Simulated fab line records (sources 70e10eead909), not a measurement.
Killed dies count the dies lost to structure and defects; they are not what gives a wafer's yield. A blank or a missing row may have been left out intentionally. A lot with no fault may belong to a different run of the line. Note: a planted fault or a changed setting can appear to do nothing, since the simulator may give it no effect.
A lot that was struck, set against a sound lot :: flow nand harc :: 39 steps out of a route of 1159
Sound: these wafers, L286.2, L286.4, L286.5. Struck: wafer L302.4. The cause is named last.
Per side, at each step with rows, come the tool, then ch with its chambers, and then its first start. Under that, the readings that differ: sound wafers :: struck wafers :: difference of the means :: sigmas: that difference in standard deviations of wafers without a fault.
alike: readings with means less than 2 such deviations apart, plus words and numbers identical on both sides. not compared: withheld readings, readings lacking a value on some wafer, bounds such as >300 that could conceal the same value, and numbers that have no deviation in the record and whose values overlap.
The two part at a step that has a row with sigmas, a row that says differs or no value, or rows on one side only. Numbers that don't overlap but have no deviation are shown without sigmas and don't part them. A reading that every wafer of one side lacks parts them only if that side has two wafers or more.

first, 2 steps without rows for these wafers: NHARC_A_CHANNEL_FILL_D1_ANNEAL_17 (time 1800 s); NHARC_A_CHANNEL_FILL_D1_CVD_18 (deposits poly-Si, target thk 3 nm).
NHARC_A_CHANNEL_FILL_D1_ETCHBACK_19: etches the open film in HBr/Cl2, target depth 5 nm, time 1.7 s.
  sound on rie si-06 ch 1,3, day 10 02:49; struck on rie si-04 ch 2, day 14 16:41
reading: bias w (W)
sound: 99.3 99.2 100.0
struck: 100.4
difference: +0.9
sigmas: +3
  alike: drypump motor current A, oes product au, throttle valve pct
  not compared: rf hours counter h
NHARC_A_CHANNEL_FILL_D1_ETCHBACK_20: etches the open film in C4F8/O2/Ar, target depth 27 nm, time 13.5 s.
  sound on rie diel-02 ch 0,2, day 10 02:55; struck on rie diel-03 ch 3, day 14 16:49
  alike: bias w, oes product au, rf vpp V
  not compared: rf hours counter h
NHARC_A_CHANNEL_FILL_D1_STRIP_28: strips in O2, time 20 s.
  sound on rie diel-02 ch 1,2, day 10 03:02; struck on rie diel-03 ch 2, day 14 16:55
reading: rf vpp V (V)
sound: 58.7 58.1 60.5
struck: 56.3
difference: -2.8
sigmas: -3
  alike: drypump motor current A, oes product au, showerhead plenum p Torr, throttle valve pct
  not compared: rf hours counter h
then, 6 steps without rows for these wafers: NHARC_A_CHANNEL_FILL_D1_PRECLEAN_21 (cleans in dHF, time 30 s); NHARC_A_CHANNEL_FILL_D1_SRD_23; NHARC_A_CHANNEL_FILL_D1_CVD_05 (deposits poly-Si, target thk 5 nm); NHARC_A_CHANNEL_FILL_D1_ANNEAL_22 (time 7200 s); NHARC_A_CHANNEL_FILL_D1_ALD_25 (deposits SiOx, target thk 60 nm, pulse time 10 s, ald cycles 600); NHARC_A_CHANNEL_FILL_D1_ETCHBACK_08 (etches the open film in C4F8, target depth 220 nm, time 110 s).
NHARC_A_CHANNEL_FILL_D1_STRIP_29: strips in O2, time 20 s.
  sound on rie diel-02 ch 2,3, day 10 20:25; struck on rie diel-13 ch 1, day 15 11:32
  alike: drypump motor current A, oes product au, rf vpp V, showerhead plenum p Torr, throttle valve pct
  not compared: rf hours counter h
then, 3 steps without rows for these wafers: NHARC_A_CHANNEL_FILL_D1_PRECLEAN_30 (cleans in dHF, time 30 s); NHARC_A_CHANNEL_FILL_D1_SRD_31; NHARC_A_CHANNEL_FILL_D1_CVD_09 (deposits poly-Si, target thk 150 nm, time 3000 s).
NHARC_A_CHANNEL_FILL_D1_CMP_10: polishes, target thk 150 nm.
  sound on cmp-04 ch 0,1,3, day 11 02:07; struck on cmp-02 ch 3, day 15 15:58
  alike: motor current A, time to endpoint s
then, 15 steps without rows for these wafers: NHARC_A_CHANNEL_FILL_D1_SRD_12; NHARC_A_CHANNEL_FILL_D1_RTA_24 (time 5 s); NHARC_A_STAIRCASE_DEP_156 (deposits SiNx, target thk 50 nm); NHARC_A_STAIRCASE_DEHYDRATE_158 (time 120 s); NHARC_A_STAIRCASE_HMDS_159 (time 30 s); NHARC_A_STAIRCASE_COAT_160; NHARC_A_STAIRCASE_SOFTBAKE_161 (time 170 s); NHARC_A_STAIRCASE_EBR_162; NHARC_A_STAIRCASE_EXPOSE_163 (exposes mask STAIR OPEN); NHARC_A_STAIRCASE_PEB_164 (peb time 130 s); NHARC_A_STAIRCASE_DEVELOP_165 (time 140 s); NHARC_A_STAIRCASE_HARDBAKE_167 (time 140 s); NHARC_A_STAIRCASE_DESCUM_168 (chemistry O2, time 3 s); NHARC_A_STAIRCASE_ETCH_169 (etches the open film in CH3F/O2, target depth 50 nm, time 107.1 s); NHARC_A_STAIRCASE_ETCH_170 (etches the open film in C4F6/O2, target depth 200 nm, time 66.667 s).
NHARC_A_STAIRCASE_STRIP_171: strips in O2.
  sound on plasma asher-01 ch 1, day 11 04:01; struck on plasma asher-01 ch 0, day 15 18:11
  alike: drypump motor current A, heater power w
  not compared: rf hours counter h
then, 5 steps without rows for these wafers: NHARC_A_STAIRCASE_STRIP_172 (strips in SPM, time 900 s); NHARC_A_STAIRCASE_PRECLEAN_173 (cleans in SC1); NHARC_A_STAIRCASE_SRD_174; NHARC_A_STAIRCASE_DEHYDRATE_01 (time 120 s); NHARC_A_STAIRCASE_HMDS_02 (time 30 s).
-- record jumps: 3 days separate the struck wafers' starts on either side; left off in module A_STAIRCASE, taken up again in module A_SGD_CUT, whose first shown step is the route's number 761 --
NHARC_A_SGD_CUT_DESCUM_14: chemistry O2, time 3 s.
  sound on rie diel-04 ch 0,1, day 14 03:11; struck on rie diel-01 ch 1, day 19 05:40
reading: hold
sound: - - -
struck: await dispo/4.2h/release
difference: no value on the sound wafers
sigmas: 

reading: oes product au (a.u.)
sound: 1.004 1.025 1.025
struck: 0.990
difference: -0.028
sigmas: -2
  alike: drypump motor current A, rf vpp V, showerhead plenum p Torr, throttle valve pct
  not compared: rf hours counter h
-- jump in the record: it breaks off in module A_SGD_CUT and resumes in module END (first step shown: number 1159 of the route), and 7 days separate the struck wafers' starts before and after --
NHARC_END_SORT_01:
  at this point the record logs the struck wafers (prober-01 ch 0, day 26 12:43) and has no rows for the sound ones

## WHERE THEY PART
At NHARC_A_CHANNEL_FILL_D1_ETCHBACK_19 first; at NHARC_END_SORT_01 last (within this record only).

WHY: whatever the simulator had introduced
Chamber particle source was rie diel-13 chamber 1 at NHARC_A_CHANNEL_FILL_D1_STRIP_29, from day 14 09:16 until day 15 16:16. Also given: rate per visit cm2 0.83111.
